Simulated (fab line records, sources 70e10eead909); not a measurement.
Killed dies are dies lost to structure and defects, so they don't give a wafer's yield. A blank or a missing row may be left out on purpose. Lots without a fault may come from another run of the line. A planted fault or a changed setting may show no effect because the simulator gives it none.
fab line records | flow nand_harc
record lots=13 wafers=39 last_day=33
route steps=1302 shown P_STI@100 P_GATE@131 END@1302
lots that met no fault: from a run of the same line without faults
start_h: hours from the record's first day to the start of the lot's first wafer shown | wait_h: hours since the lot's step before | " the same as in the row above | L1.1+2: a row that stands for several wafers | - no value, or no start given | * or withheld: withheld | < > ~ a bound
route shown NAME@n: a module of which the file shows steps, and the number in the route of the first | usual: mean/standard deviation of fault-free wafers | same: alike in all rows | chamber/n: place in a boat | sites: the reading at each site | _std_site: their standard deviation | _edge_site: outer sites' mean less inner sites' | radius_mm: how far each site lies from the wafer's centre | mask NAME#n: copy n | behind: the tool/chamber that last shaped the wafer | hold: why the lot was held/for how many hours/how that ended | device: the transistor (n, p or np) that didn't switch | end of line: the same wafers' tests at the end of the route | a step without rows: its recipe alone | killed: dies lost to structure and defects at the first sort, not the wafer's yield | map: a wafer's dies, x killed, . not, _ none there
set.NAME: the setting as run; set.NAME@STEP: as run at that earlier step | model.NAME: the simulator's own value behind a step, which no gauge read
steps of the route over a sample of lots; a table a step, a row a wafer
services: from which hour (start_h, from the record's first day; less than 0 if before it) a tool's chamber was out of use, for how many hours, and why
## steps
# step NHARC_P_STI_CMP_21
# recipe t_overpolish_s=20 target_thk_nm=380.67
# usual motor_current_A=12.0/1.3 overpolish_run_s=20.001/0.0096 slurry_filter_dp_kPa=13.50/0.13
# columns lot.wafer tool chamber start_h wait_h motor_current_A overpolish_run_s slurry_filter_dp_kPa
L521.3 cmp-04 3 63.19 0.4 11.5 20.009 13.51
L521.2 " 0 " " 12.6 19.993 13.61
L521.6 " 3 " " 11.5 19.998 13.43
L522.4 cmp-04 1 70.97 0.4 12.7 20.004 13.61
L522.2 " 2 " " 15.2 20.010 13.44
L522.5 " 0 " " 13.8 20.009 13.33
L524.4 cmp-04 2 91.77 0.4 15.6 19.995 13.68
L524.3 " 3 " " 12.5 20.002 13.62
L524.5 " 2 " " 14.9 19.999 13.61
L527.3 cmp-03 2 124.84 0.4 11.6 20.014 13.46
L527.6 " 3 " " 12.2 20.005 13.44
L527.5 " 0 " " 12.4 19.986 13.56
L528.3 cmp-04 0 132.26 0.4 13.4 19.994 13.65
L528.1 " 2 " " 15.2 19.991 13.47
L528.5 " 0 " " 13.1 20.010 13.50
L529.4 cmp-03 2 148.95 0.4 11.0 20.007 13.30
L529.5 " 3 " " 11.4 20.005 13.40
L529.6 " 0 " " 12.2 20.013 13.49
L534.4 cmp-04 0 193.46 0.4 12.9 20.005 13.46
L534.2 " 2 " " 14.6 20.022 13.46
L534.3 " 3 " " 11.3 19.991 13.37
L535.4 cmp-03 0 209.38 0.4 12.1 19.991 13.50
L535.2 " 2 " " 11.1 19.995 13.63
L535.5 " 1 " " 11.0 20.010 13.52
L537.2 cmp-03 1 225.16 0.4 11.3 19.996 13.43
L537.3 " 2 " " 10.9 20.004 13.36
L537.1 " 3 " " 11.7 19.992 13.50
L540.2 cmp-03 3 255.77 0.4 12.3 20.003 13.52
L540.3 " 1 " " 12.0 20.008 13.43
L540.4 " 2 " " 11.6 19.997 13.37
L541.2 cmp-04 2 263.84 0.4 15.1 20.006 13.74
L541.4 " 3 " " 11.5 19.990 13.46
L541.5 " 1 " " 12.9 20.014 13.68
L543.3 cmp-04 2 285.93 0.4 14.9 19.990 13.36
L543.1 " 0 " " 13.7 19.996 13.40
L543.6 " 1 " " 12.3 19.999 13.45
L544.2 cmp-03 2 298.72 0.4 10.9 20.016 13.44
L544.1 " 0 " " 11.9 20.004 13.58
L544.5 " 1 " " 11.9 19.996 13.48
# step NHARC_P_GATE_HM_DEP_102
# recipe target_thk_a=1200 temp_c=400 material=aC
# usual throttle_valve_pct=35.000/0.0099
# columns lot.wafer tool chamber start_h wait_h throttle_valve_pct
L521.2 acl_dep-02 0 95.56 0.6 35.005
L521.3 " 0 " " 35.008
L521.6 " 0 " " 34.994
L522.2 acl_dep-02 0 100.26 0.5 34.977
L522.4 " 0 " " 35.000
L522.5 " 0 " " 34.998
L524.3 acl_dep-01 0 122.53 1.4 34.996
L524.4 " 0 " " 35.015
L524.5 " 0 " " 34.990
L527.3 acl_dep-01 0 159.08 2.4 35.003
L527.5 " 0 " " 35.005
L527.6 " 0 " " 35.008
L528.1 acl_dep-01 0 167.44 2.3 35.003
L528.3 " 0 " " 34.982
L528.5 " 0 " " 34.994
L529.4 acl_dep-03 0 179.13 0.7 35.011
L529.5 " 0 " " 35.005
L529.6 " 0 " " 35.002
L534.2 acl_dep-02 0 226.83 0.5 34.989
L534.3 " 0 " " 35.013
L534.4 " 0 " " 34.990
L535.2 acl_dep-03 0 241.72 1.7 34.985
L535.4 " 0 " " 35.004
L535.5 " 0 " " 35.002
L537.1 acl_dep-01 0 258.19 1.8 35.004
L537.2 " 0 " " 35.001
L537.3 " 0 " " 35.017
L540.2 acl_dep-02 0 286.57 0.5 34.977
L540.3 " 0 " " 34.996
L540.4 " 0 " " 35.003
L541.2 acl_dep-01 0 297.52 4.2 35.005
L541.4 " 0 " " 35.005
L541.5 " 0 " " 34.988
L543.1 acl_dep-03 0 316.32 0.4 35.023
L543.3 " 0 " " 35.010
L543.6 " 0 " " 35.003
L544.1 acl_dep-01 0 331.94 0.4 35.012
L544.2 " 0 " " 35.007
L544.5 " 0 " " 35.013
# step NHARC_P_GATE_PEB_24
# recipe peb_temp_c=100 peb_time_s=65
# usual heater_power_total_W=156.6/0.43 plate_temp_C=99.99/0.12
# columns lot.wafer tool chamber start_h wait_h heater_power_total_W plate_temp_C
L521.2 litho_track-04 0 96.60 0.1 157.2 99.77
L521.3 " 0 " " 156.3 100.05
L521.6 " 0 " " 157.0 99.96
L522.2 litho_track-06 0 101.41 0.1 157.1 100.17
L522.4 " 0 " " 156.3 99.95
L522.5 " 0 " " 157.0 100.17
L524.3 litho_track-01 0 123.59 0.0 156.2 99.91
L524.4 " 0 " " 156.3 100.04
L524.5 " 0 " " 156.2 99.97
L527.3 litho_track-04 0 160.01 0.0 157.1 100.02
L527.5 " 0 " " 157.0 100.06
L527.6 " 0 " " 157.2 100.20
L528.1 litho_track-04 0 168.70 0.1 157.1 99.96
L528.3 " 0 " " 156.4 99.98
L528.5 " 0 " " 156.3 100.22
L529.4 litho_track-04 0 179.94 0.0 156.6 100.18
L529.5 " 0 " " 157.0 99.93
L529.6 " 0 " " 156.0 100.04
L534.2 litho_track-01 0 227.98 0.1 156.7 99.88
L534.3 " 0 " " 156.3 99.84
L534.4 " 0 " " 157.1 99.88
L535.2 litho_track-04 0 242.88 0.1 148.0 95.67
L535.4 " 0 " " 147.6 95.84
L535.5 " 0 " " 147.8 95.81
L537.1 litho_track-04 0 259.45 0.1 147.2 95.88
L537.2 " 0 " " 147.0 95.81
L537.3 " 0 " " 147.2 95.84
L540.2 litho_track-01 0 287.71 0.1 156.0 99.89
L540.3 " 0 " " 157.1 100.04
L540.4 " 0 " " 156.3 99.95
L541.2 litho_track-06 0 298.68 0.1 156.7 99.92
L541.4 " 0 " " 156.6 100.02
L541.5 " 0 " " 157.1 100.00
L543.1 litho_track-04 0 317.47 0.1 156.8 99.90
L543.3 " 0 " " 156.1 99.98
L543.6 " 0 " " 156.0 99.92
L544.1 litho_track-06 0 333.07 0.1 156.2 100.07
L544.2 " 0 " " 157.2 100.12
L544.5 " 0 " " 156.8 100.09
# step NHARC_P_GATE_CD_MEAS_26
# recipe target_cd_nm=120 landing_energy_ev=500
# usual cd_nm=120.1/0.58
# columns lot.wafer tool chamber start_h wait_h cd_nm
L521.2 cd_sem-01 0 96.68 - 120.6
L521.3 " 0 " " 119.9
L521.6 " 0 " " 120.6
L522.2 cd_sem-02 0 101.49 - 119.3
L522.4 " 0 " " 119.7
L522.5 " 0 " " 119.6
L524.3 cd_sem-02 0 123.67 - 119.6
L524.4 " 0 " " 119.8
L524.5 " 0 " " 120.0
L527.3 cd_sem-02 0 160.10 - 119.7
L527.5 " 0 " " 119.8
L527.6 " 0 " " 119.8
L528.1 cd_sem-03 0 168.78 - 119.9
L528.3 " 0 " " 120.2
L528.5 " 0 " " 120.0
L529.4 cd_sem-01 0 180.03 - 120.6
L529.5 " 0 " " 120.7
L529.6 " 0 " " 120.2
L534.2 cd_sem-02 0 228.06 - 120.3
L534.3 " 0 " " 120.4
L534.4 " 0 " " 120.0
L535.2 cd_sem-03 0 242.96 - 136.7
L535.4 " 0 " " 136.4
L535.5 " 0 " " 136.2
L537.1 cd_sem-03 0 259.53 - 136.4
L537.2 " 0 " " 135.9
L537.3 " 0 " " 136.7
L540.2 cd_sem-01 0 287.80 - 119.4
L540.3 " 0 " " 120.4
L540.4 " 0 " " 119.6
L541.2 cd_sem-01 0 298.76 - 119.5
L541.4 " 0 " " 118.3
L541.5 " 0 " " 119.0
L543.1 cd_sem-03 0 317.55 - 120.3
L543.3 " 0 " " 120.6
L543.6 " 0 " " 120.9
L544.1 cd_sem-01 0 333.15 - 121.1
L544.2 " 0 " " 120.9
L544.5 " 0 " " 120.6
# step NHARC_P_GATE_OVL_MEAS_27
# usual overlay_x_nm=-0.1/0.84 overlay_y_nm=0.0/1
# columns lot.wafer tool chamber start_h wait_h overlay_x_nm overlay_y_nm
L521.2 overlay-01 - 96.76 - 0.5 0.0
L521.3 " - " " -0.1 -0.4
L521.6 " - " " 0.5 -0.4
L522.2 overlay-01 - 101.57 - 0.9 -2.5
L522.4 " - " " -0.1 -2.8
L522.5 " - " " -0.3 -3.2
L524.3 overlay-02 - 123.76 - 0.3 -0.2
L524.4 " - " " -0.2 -0.1
L524.5 " - " " 0.2 0.2
L527.3 overlay-02 - 160.18 - -0.1 -0.7
L527.5 " - " " -0.3 0.0
L527.6 " - " " 0.1 0.1
L528.1 overlay-01 - 168.87 - -0.1 -0.1
L528.3 " - " " 0.4 0.0
L528.5 " - " " 0.3 0.8
L529.4 overlay-02 - 180.11 - -0.3 -0.2
L529.5 " - " " -0.5 -0.1
L529.6 " - " " -0.7 0.0
L534.2 overlay-02 - 228.15 - -1.5 -2.1
L534.3 " - " " -1.1 -1.1
L534.4 " - " " -1.3 -1.3
L535.2 overlay-01 - 243.05 - 0.2 -0.3
L535.4 " - " " -0.6 -0.3
L535.5 " - " " -0.3 -0.2
L537.1 overlay-01 - 259.62 - -0.2 -0.5
L537.2 " - " " -0.2 -0.5
L537.3 " - " " -0.4 -1.2
L540.2 overlay-02 - 287.88 - 0.4 0.5
L540.3 " - " " 0.0 -0.2
L540.4 " - " " -0.5 0.1
L541.2 overlay-01 - 298.85 - -1.7 0.8
L541.4 " - " " -1.0 1.4
L541.5 " - " " -1.0 1.2
L543.1 overlay-02 - 317.63 - -1.3 0.5
L543.3 " - " " -0.7 0.3
L543.6 " - " " -0.3 0.8
L544.1 overlay-02 - 333.24 - -1.3 -0.1
L544.2 " - " " -1.1 0.5
L544.5 " - " " -1.2 0.0
# step NHARC_END_SORT_01
# recipe temp_c=25
# usual killed_at_array=59/17 killed_at_other=0.7/0.9 killed_at_periphery=3.6/2.3 killed_dies=63/18 killed_open=3.4/1.9 killed_short=2.6/1.7
# same gross_dies=677
# columns lot.wafer tool chamber start_h wait_h killed_at_array killed_at_other killed_at_periphery killed_dies killed_open killed_short
L521.2 prober-01 0 571.34 2.8 64 0 3 67 3 7
L521.3 prober-01 0 572.15 3.1 53 0 0 53 3 1
L521.6 prober-01 0 574.57 4.0 55 0 5 60 4 4
L529.4 prober-01 0 660.47 3.4 79 1 7 87 3 4
L529.5 prober-01 0 661.28 3.7 92 2 6 100 6 2
L529.6 prober-01 0 662.08 4.0 86 0 7 93 3 2
L535.2 prober-02 0 705.32 2.8 69 0 62 131 3 0
L535.4 prober-02 0 706.91 3.4 76 0 70 146 2 1
L535.5 prober-02 0 707.71 3.7 92 0 72 164 2 6
L537.1 prober-01 0 744.37 2.5 50 0 88 138 3 2
L537.2 prober-01 0 745.17 2.8 57 0 71 128 4 4
L537.3 prober-01 0 745.98 3.1 46 0 72 118 4 4
# killed by level:class
L521.2 A_CHANNEL_HOLE_D2:chamber_film_flake=37 A_CONTACT:chamber_film_flake=8 A_SGD_CUT:chamber_film_flake=3 A_ONON_D2:geometric_particle:short=2 A_CHANNEL_HOLE_D1:chamber_film_flake=2 P_CONTACT:geometric_particle:short=1 P_M0:geometric_particle:short=1 A_CHANNEL_HOLE_D1:geometric_particle:short=1
L521.3 A_CHANNEL_HOLE_D2:chamber_film_flake=31 A_CONTACT:chamber_film_flake=7 A_CHANNEL_HOLE_D1:chamber_film_flake=3 A_CHANNEL_FILL_D1:chamber_film_flake=3 A_ONON_D2:geometric_particle:open=2 A_ZERO_WELL:chamber_film_flake=2 A_CHANNEL_FILL_D2:geometric_particle:open=1 A_SGD_CUT:geometric_particle:short=1
L521.6 A_CHANNEL_HOLE_D2:chamber_film_flake=32 A_CONTACT:chamber_film_flake=11 A_CHANNEL_FILL_D2:geometric_particle:short=2 P_CONTACT:geometric_particle:open=1 P_CONTACT:geometric_particle:short=1 P_M1:geometric_particle:open=1 A_SOURCE_PLATE:geometric_particle:open=1 A_SGD_CUT:geometric_particle:short=1
L529.4 A_CHANNEL_HOLE_D1:chamber_film_flake=34 A_SLIT:chamber_film_flake=24 A_CHANNEL_HOLE_D2:chamber_film_flake=10 P_CONTACT:chamber_film_flake=3 A_ONON_D2:geometric_particle:short=2 A_BLC:geometric_particle:open=2 A_STAIRCASE:chamber_film_flake=2 A_CONTACT:chamber_film_flake=2
L529.5 A_CHANNEL_HOLE_D1:chamber_film_flake=43 A_SLIT:chamber_film_flake=22 A_CHANNEL_HOLE_D2:chamber_film_flake=14 A_CONTACT:chamber_film_flake=3 A_CHANNEL_FILL_D2:geometric_particle:open=2 P_ZERO_WELL:chamber_film_flake=2 P_CONTACT:chamber_film_flake=2 A_M1:chamber_film_flake=2
L529.6 A_CHANNEL_HOLE_D1:chamber_film_flake=29 A_SLIT:chamber_film_flake=28 A_CHANNEL_HOLE_D2:chamber_film_flake=16 A_CONTACT:chamber_film_flake=5 P_ZERO_WELL:chamber_film_flake=4 P_CONTACT:chamber_film_flake=3 A_M1:chamber_film_flake=3 A_ONON_D1:geometric_particle:open=1
L535.2 P_GATE:area_peb=60 A_CHANNEL_HOLE_D1:chamber_film_flake=37 A_SLIT:chamber_film_flake=20 A_CHANNEL_FILL_D2:chamber_film_flake=4 A_WL_FILL:chamber_film_flake=2 A_ONON_D2:geometric_particle:open=1 A_CONTACT:geometric_particle:open=1 A_M0:geometric_particle:open=1
L535.4 P_GATE:area_peb=65 A_SLIT:chamber_film_flake=34 A_CHANNEL_HOLE_D1:chamber_film_flake=31 A_CHANNEL_FILL_D2:chamber_film_flake=4 P_CONTACT:chamber_film_flake=2 P_BONDPAD:chamber_film_flake=2 A_DECK1_JOINT:chamber_film_flake=2 A_STAIRCASE:chamber_film_flake=2
L535.5 P_GATE:area_peb=68 A_CHANNEL_HOLE_D1:chamber_film_flake=41 A_SLIT:chamber_film_flake=37 A_ONON_D1:geometric_particle:short=3 A_CHANNEL_FILL_D2:chamber_film_flake=3 A_CHANNEL_FILL_D2:geometric_particle:short=2 P_CONTACT:chamber_film_flake=2 A_STAIRCASE:chamber_film_flake=2
L537.1 P_GATE:area_peb=81 A_CHANNEL_HOLE_D2:chamber_film_flake=25 A_CHANNEL_HOLE_D1:chamber_film_flake=6 A_CONTACT:chamber_film_flake=6 P_GATE:chamber_film_flake=3 P_CONTACT:chamber_film_flake=3 A_SGD_CUT:chamber_film_flake=3 A_STAIRCASE:chamber_film_flake=2
L537.2 P_GATE:area_peb=65 A_CHANNEL_HOLE_D2:chamber_film_flake=26 A_CHANNEL_HOLE_D1:chamber_film_flake=10 A_SGD_CUT:chamber_film_flake=4 A_M1:chamber_film_flake=4 P_CONTACT:chamber_film_flake=3 P_M1:geometric_particle:open=2 A_DECK1_JOINT:chamber_film_flake=2
L537.3 P_GATE:area_peb=64 A_CHANNEL_HOLE_D2:chamber_film_flake=20 A_CHANNEL_HOLE_D1:chamber_film_flake=10 A_SLIT:chamber_film_flake=5 A_CHANNEL_FILL_D1:geometric_particle:short=2 P_GATE:chamber_film_flake=2 P_CONTACT:chamber_film_flake=2 A_STAIRCASE:chamber_film_flake=2
## services
# columns tool chamber start_h hours kind
cmp-03 - 50.62 0.5 repair
cmp-03 - 59.23 1.2 repair
cmp-03 - 64.00 4.0 pm
acl_dep-02 - 65.70 13.0 pm
cmp-04 - 98.70 0.9 repair
cmp-04 - 111.14 4.0 pm
acl_dep-03 - 121.94 13.0 pm
cmp-04 - 122.81 0.7 repair
cmp-03 - 133.37 1.2 repair
cmp-03 - 134.60 0.8 repair
litho_track-01 - 155.00 7.0 pm
cmp-03 - 162.00 4.0 pm
litho_track-06 - 179.00 7.0 pm
acl_dep-01 - 186.92 13.0 pm
litho_track-04 - 203.00 7.0 pm
cmp-04 - 209.14 4.0 pm
cmp-04 - 213.58 0.6 repair
cmp-03 - 241.24 0.5 repair
acl_dep-02 - 247.23 13.0 pm
cmp-04 - 251.62 0.9 repair
cmp-03 - 260.00 4.0 pm
acl_dep-03 - 302.94 13.0 pm
cmp-04 - 307.14 4.0 pm
litho_track-01 - 330.00 7.0 pm
## key
first_sign step=NHARC_P_GATE_PEB_24 reading=plate_temp_C direction=down sigmas=34 usual=* struck=*
effect step=NHARC_P_GATE_PEB_24 reading=heater_power_total_W direction=down sigmas=21 usual=* struck=*
effect step=NHARC_P_GATE_CD_MEAS_26 reading=cd_nm direction=up sigmas=28 usual=120.1 struck=136.4
effect step=NHARC_END_SORT_01 reading=killed_at_periphery direction=up sigmas=30 usual=3.6 struck=72.5
more_kills_born_at NHARC_P_GATE_PEB_24@litho_track-04=403
met_at NHARC_P_GATE_PEB_24
struck_lots L535,L537
tester_left_out L535,L537
not_acting_at NHARC_P_STI_CMP_21,NHARC_P_GATE_HM_DEP_102,NHARC_P_GATE_OVL_MEAS_27
onset_between 179.94 242.88
fault kind=process_parameter_drift tool=litho_track-04 chamber=- onset_h=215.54 steps=NHARC_P_GATE_PEB_24 channel=peb_temp_c offset=* shape=step end_h=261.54 acts_in=* stated=*
# tester_left_out: of these lots the tester's yield and bins aren't shown, on N5 and GAA mostly nor the transistor test; their killed dies are dies lost to structure and defects alone, not to doping, threshold or leakage, so they don't give the yield
